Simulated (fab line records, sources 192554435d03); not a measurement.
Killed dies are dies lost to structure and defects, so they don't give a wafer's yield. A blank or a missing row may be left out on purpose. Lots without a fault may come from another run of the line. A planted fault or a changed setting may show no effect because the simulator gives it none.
A struck lot beside a sound one | flow n5_finfet | 22 steps out of a route of 1938
Sound: wafers L759.2, L759.5, L759.6. Struck: wafers L756.1, L756.2, L756.3. The cause comes at the end.
At each step with rows: each side's tool, then ch and its chambers, then its first start. Under that, the readings that differ: sound wafers | struck wafers | difference of the means | sigmas: that difference in standard deviations of wafers without a fault.
alike: readings whose means differ by less than 2 such deviations, and words and numbers that are the same on both sides. not compared: withheld readings, readings that some wafer has no value for, bounds like >300 that may hide the same value, and numbers for which the record gives no deviation and whose values overlap.
The two part at a step that has a row with sigmas, a row that says differs or no value, or rows on one side only. Numbers that don't overlap but have no deviation are shown without sigmas and don't part them. A reading that every wafer of one side lacks parts them only if that side has two wafers or more.

first, 8 steps without rows for these wafers: N5_BEOL_M1_PRE_CLEAN_60 (time 15 s); N5_BEOL_M1_CO_CAP_55 (material Co, precursor CCTBA/H2, target thk 2 nm, time 102.1 s); N5_BEOL_M1_PRE_CLEAN_56 (time 15 s); N5_BEOL_M1_DEP_57 (deposits SiCN from 3MS/NH3, target thk 8 nm, time 14 s); N5_BEOL_M2_ILD_DEP_00 (deposits SiOC from DEMS/O2, target thk 79 nm, time 15.3 s); N5_BEOL_M2_PECVD_72 (deposits SiO2 from TEOS/O2, target thk 16 nm, time 18 s); N5_BEOL_M2_HM_DEP_02 (deposits TiN, target thk 20 nm); N5_BEOL_M2_COAT_61 (time 60 s, resist thk 60 nm).
N5_BEOL_M2_COAT_62: time 60 s, resist thk 12 nm.
  sound on litho_track-01 ch 0, day 12 01:52; struck on litho_track-03 ch 0, day 10 22:28
  reading                                    | sound                | struck               | difference | sigmas
  spin_speed_rpm (rpm)                       | 1499.5 1499.3 1498.2 | 2219.4 2218.7 2218.9 | +720.0     | +99 or more
  model.SiARC_of_BEOL_M2_COAT_62.thk_nm (nm) | 12 12 12             | 9.8 9.8 9.8          | -2.2       |
  alike: dispense_pressure_kPa
then, 9 steps without rows for these wafers: N5_BEOL_M2_COAT_73 (time 60 s, resist thk 5 nm); N5_BEOL_M2_COAT_05 (resist thk 30 nm); N5_BEOL_M2_EBR_07; N5_BEOL_M2_SOFTBAKE_06 (time 60 s); N5_BEOL_M2_EXPOSE_08 (exposes mask M2); N5_BEOL_M2_PEB_09 (peb time 60 s); N5_BEOL_M2_DEVELOP_10 (develop time 30 s); N5_BEOL_M2_DESCUM_16 (chemistry O2, time 7 s); N5_BEOL_M2_ETCH_74 (etches underlayer in N2/H2, target depth 6.5 nm, time 5.2 s).
N5_BEOL_M2_ETCH_63: etches SiARC in CF4, target depth 15.6 nm, time 26 s.
  sound on rie_diel-06 ch 0,1, day 12 02:19; struck on rie_diel-04 ch 0,2,3, day 10 22:55
  reading                  | sound             | struck           | difference | sigmas
  etch_rf_on_time_s (s)    | 26.2 25.7 26.2    | 21.0 20.9 22.7   | -4.5       | -6
  model.etch.depth_nm (nm) | 12.03 12.04 12.04 | 9.848 9.846 9.86 | -2.185     |
  alike: drypump_motor_current_A, oes_product_au, rf_vpp_V, showerhead_plenum_p_Torr, throttle_valve_pct
  not compared: rf_hours_counter_h
N5_BEOL_M2_ETCH_64: etches SOC in N2/H2, target depth 75 nm, overetch 22.5 nm, time 121.9 s.
  sound on rie_diel-06 ch 0,1, day 12 02:20; struck on rie_diel-04 ch 0,2,3, day 10 22:56
  reading                                    | sound       | struck    | difference | sigmas
  model.SiARC_of_BEOL_M2_COAT_62.thk_nm (nm) | 6.4 6.4 6.4 | 4 4.2 4.4 | -2         |
  alike: drypump_motor_current_A, oes_product_au, rf_vpp_V, showerhead_plenum_p_Torr, throttle_valve_pct
  not compared: rf_hours_counter_h
then, 1 step without rows for these wafers: N5_BEOL_M2_STRIP_65 (strips in N2/H2).
N5_BEOL_M4_RC_MEAS_101:
  sound on prober-02 ch 0, day 13 22:26; struck on prober-01 ch 0, day 12 22:49
  alike: DIBL_N, DIBL_P, IOFF_N, IOFF_P, ION_N, ION_P, SS_N, SS_P, VT_N, VT_P

WHERE THEY PART
First at N5_BEOL_M2_COAT_62; last, within this record, at N5_BEOL_M2_ETCH_63. Later steps at which nothing parts them and some readings are alike: N5_BEOL_M2_ETCH_64, N5_BEOL_M4_RC_MEAS_101.

WHY: what the simulator had put in
Process parameter drift: litho_track-03, from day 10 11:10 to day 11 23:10, at N5_BEOL_M2_COAT_62. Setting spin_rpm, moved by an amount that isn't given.
